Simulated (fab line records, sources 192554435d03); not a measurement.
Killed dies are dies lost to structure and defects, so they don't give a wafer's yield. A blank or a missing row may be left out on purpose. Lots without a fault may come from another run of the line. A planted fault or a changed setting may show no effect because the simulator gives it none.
Split-lot experiment | flow n5_finfet | 7 lots, 39 wafers read, on a route of 1938 steps

THE SPLIT
At N5_DUMMY_GATE_ETCH_31 (etches SiO2 in C4F6/O2, target depth 82.5 nm, time 27.5 s), the setting target_depth_a was moved away from the recipe's 825 angstrom on 15 of the 39 wafers read, by -9.2% to +12.8%. The other wafers ran this setting at the recipe's value.

The reading is taken at the split's own step.

THE READING
SOC_of_DUMMY_GATE_COAT_34.thk_nm (the simulator's own value, which no gauge read), in nm, at N5_DUMMY_GATE_ETCH_31 (etches SiO2 in C4F6/O2, target depth 82.5 nm, time 27.5 s). The file gives no usual value for it. The 24 wafers here that ran the recipe average 51.8 nm, standard deviation 0.23 nm.

wafer  | tool, chamber at the split | target_depth_a as run, angstrom | against the recipe | SOC_of_DUMMY_GATE_COAT_34.thk_nm, nm | against lot-mates on the recipe
L074.1 | rie_diel-01, 3             | 825                             | recipe             | 51.8                                 | -
L074.2 | rie_diel-01, 2             | 825                             | recipe             | 51.8                                 | -
L074.3 | rie_diel-01, 0             | 825                             | recipe             | 52                                   | -
L074.4 | rie_diel-01, 1             | 825                             | recipe             | 51.8                                 | -
L074.5 | rie_diel-01, 0             | 825                             | recipe             | 52                                   | -
L074.6 | rie_diel-01, 1             | 825                             | recipe             | 51.6                                 | -
L080.1 | rie_diel-06, 3             | 825                             | recipe             | 51.8                                 | -
L080.2 | rie_diel-06, 0             | 825                             | recipe             | 51.8                                 | -
L080.3 | rie_diel-06, 2             | 779.8                           | -5.5%              | 52                                   | +0.2
L080.4 | rie_diel-06, 1             | 825                             | recipe             | 51.8                                 | -
L080.5 | rie_diel-06, 3             | 779.8                           | -5.5%              | 52.2                                 | +0.4
L080.6 | rie_diel-06, 2             | 779.8                           | -5.5%              | 52                                   | +0.2
L081.1 | rie_diel-01, 1             | 749.7                           | -9.1%              | 52.6                                 | +0.8
L081.2 | rie_diel-01, 2             | 825                             | recipe             | 51.8                                 | -
L081.3 | rie_diel-01, 0             | 749.7                           | -9.1%              | 52.8                                 | +1.0
L081.4 | rie_diel-01, 1             | 825                             | recipe             | 52                                   | -
L081.5 | rie_diel-01, 2             | 825                             | recipe             | 51.6                                 | -
L081.6 | rie_diel-01, 0             | 749.7                           | -9.1%              | 52.8                                 | +1.0
L082.1 | rie_diel-01, 2             | 930.8                           | +12.8%             | 50.2                                 | -1.1
L082.2 | rie_diel-01, 3             | 825                             | recipe             | 51.2                                 | -
L082.3 | rie_diel-01, 1             | 825                             | recipe             | 51.4                                 | -
L082.4 | rie_diel-01, 0             | 930.8                           | +12.8%             | 50.6                                 | -0.7
L082.5 | rie_diel-01, 0             | 930.8                           | +12.8%             | 50.6                                 | -0.7
L082.6 | rie_diel-01, 1             | 825                             | recipe             | 51.4                                 | -
L083.1 | rie_diel-01, 3             | 825                             | recipe             | 51.6                                 | -
L083.2 | rie_diel-01, 2             | 898.7                           | +8.9%              | 51.2                                 | -0.7
L083.3 | rie_diel-01, 1             | 825                             | recipe             | 52                                   | -
L083.4 | rie_diel-01, 0             | 898.7                           | +8.9%              | 51.6                                 | -0.3
L083.5 | rie_diel-01, 3             | 825                             | recipe             | 52                                   | -
L083.6 | rie_diel-01, 0             | 898.7                           | +8.9%              | 51.4                                 | -0.5
L091.1 | rie_diel-03, 1             | 825                             | recipe             | 51.8                                 | -
L091.3 | rie_diel-03, 2             | 825                             | recipe             | 51.4                                 | -
L091.6 | rie_diel-03, 1             | 825                             | recipe             | 51.8                                 | -
L097.1 | rie_diel-01, 1             | 825                             | recipe             | 52                                   | -
L097.2 | rie_diel-01, 2             | 748.9                           | -9.2%              | 52.6                                 | +0.7
L097.3 | rie_diel-01, 3             | 825                             | recipe             | 51.6                                 | -
L097.4 | rie_diel-01, 1             | 825                             | recipe             | 52                                   | -
L097.5 | rie_diel-01, 3             | 748.9                           | -9.2%              | 52.4                                 | +0.5
L097.6 | rie_diel-01, 2             | 748.9                           | -9.2%              | 52.4                                 | +0.5

THE FIT
A straight line over all 39 wafers: SOC_of_DUMMY_GATE_COAT_34.thk_nm changes by -0.0833 nm for each +1% of target_depth_a; r = -0.89; the points scatter about the line by 0.25 nm.
The same after taking each lot's own level away (the mean of its wafers on the recipe; 39 wafers): -0.0695 nm for each +1%; r = -0.92; scatter 0.18 nm.
On that fit, the largest move of target_depth_a shifts the reading by 0.89 nm.
The lots' own levels span 51.33 to 51.87 nm, that is 2.4 times the standard deviation above.
So the lot-to-lot level changes the slope: the two fits differ.
Check: with one of the wafers moved furthest among these (+12.8%) left out of the fit, the line predicts -0.818 nm for it against its lot-mates. It came out at -1.13 nm against them.

OTHER SPLITS ON THESE WAFERS
These wafers also went through other splits before the reading. Each is held against what the fit with the lots' levels taken away leaves over:
other split on the same wafers  | wafers away from the commonest value | r with SOC_of_DUMMY_GATE_COAT_34.thk_nm (lot level and that fit taken away)
N5_DUMMY_GATE_EXPOSE_12 dose_mj | 15                                   | +0.13
N5_DUMMY_GATE_ETCH_37 source_w  | 15                                   | -0.06

THE WHOLE CHAIN: every reading that the file lists as answering this split, in the file's order
step                  | what it does                                              | reading                                                                           | change (the file's fit)                | r (the file's)
N5_DUMMY_GATE_ETCH_31 | etches SiO2 in C4F6/O2, target depth 82.5 nm, time 27.5 s | etch.depth_nm (the simulator's own value, which no gauge read)                    | +0.758 nm for each +1% of the setting  | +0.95
N5_DUMMY_GATE_ETCH_31 | etches SiO2 in C4F6/O2, target depth 82.5 nm, time 27.5 s | SOC_of_DUMMY_GATE_COAT_34.thk_nm (the simulator's own value, which no gauge read) | -0.0696 nm for each +1% of the setting | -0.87

THE FILE'S OWN FIT
SOC_of_DUMMY_GATE_COAT_34.thk_nm changes by -0.0696 nm for each +1% of target_depth_a, r = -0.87.
